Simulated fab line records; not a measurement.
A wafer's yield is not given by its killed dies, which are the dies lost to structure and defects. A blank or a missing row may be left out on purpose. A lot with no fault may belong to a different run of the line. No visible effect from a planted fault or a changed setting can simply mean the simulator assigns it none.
Matching of chambers ; flow nand harc ; 4 sister chambers for NHARC_A_STAIRCASE_STRIP_476 on rie diel-01
The step strips in O2, time 20 s. 16 wafers are shown with their chamber, then 8 later ones without.

## WAFERS PAIRED WITH THEIR CHAMBERS
wafer;chamber;showerhead plenum p Torr (Torr);drypump motor current A (A);rf vpp V (V)
L077.4;1;3.30;5.6;57.3
L077.5;3;3.40;6.5;58.6
L077.6;2;3.71;5.8;58.9
L075.3;2;3.71;5.8;58.2
L075.5;0;3.77;5.4;58.3
L075.6;3;3.40;6.6;57.2
L078.1;1;3.30;5.6;56.3
L078.2;0;3.77;5.4;58.2
L078.3;3;3.40;6.5;57.4
L080.2;0;3.77;5.3;57.7
L080.4;1;3.30;5.6;57.2
L080.6;3;3.39;6.6;57.7
L082.1;3;3.39;6.5;57.9
L082.2;1;3.30;5.6;57.0
L082.5;2;3.71;5.8;58.1
L084.2;3;3.39;6.6;58.3

SIGNATURES (means of the wafers above)
reading;chamber 0;chamber 1;chamber 2;chamber 3;scatter within a chamber
showerhead plenum p Torr;3.7700;3.3000;3.7100;3.3950;0.00354
drypump motor current A;5.367;5.600;5.800;6.550;0.0425
rf vpp V;58.067;56.950;58.400;57.850;0.467
Rule: distance of a wafer from a chamber = root of the sum over the readings of ((wafer's reading minus chamber's mean) / reading's scatter) squared. If the next closest chamber is less than 2 further off than the closest, the wafer can't be placed; otherwise it belongs to the closest. The scatter: take each reading less its chamber's mean, square it, sum over the shown wafers, divide by the number of wafers less the number of chambers, and take the root.

## WAFERS WITHOUT THEIR CHAMBER
wafer;showerhead plenum p Torr (Torr);drypump motor current A (A);rf vpp V (V)
L084.4;3.29;5.6;57.1
L084.6;3.70;5.8;58.3
L087.3;3.76;5.4;58.9
L087.4;3.70;5.8;57.6
L087.6;3.70;5.8;59.6
L091.3;3.75;5.3;57.7
L091.4;3.38;6.5;57.9
L091.6;3.28;5.6;57.7

## CHAMBER TAKEN BY EACH
wafer;from the rows above;in truth
L084.4;1;1
L084.6;2;2
L087.3;0;0
L087.4;2;2
L087.6;2;2
L091.3;0;0
L091.4;3;3
L091.6;1;1
Placed correctly: 8 of 8. Can't be placed from these rows: 0. Wrongly placed: 0.
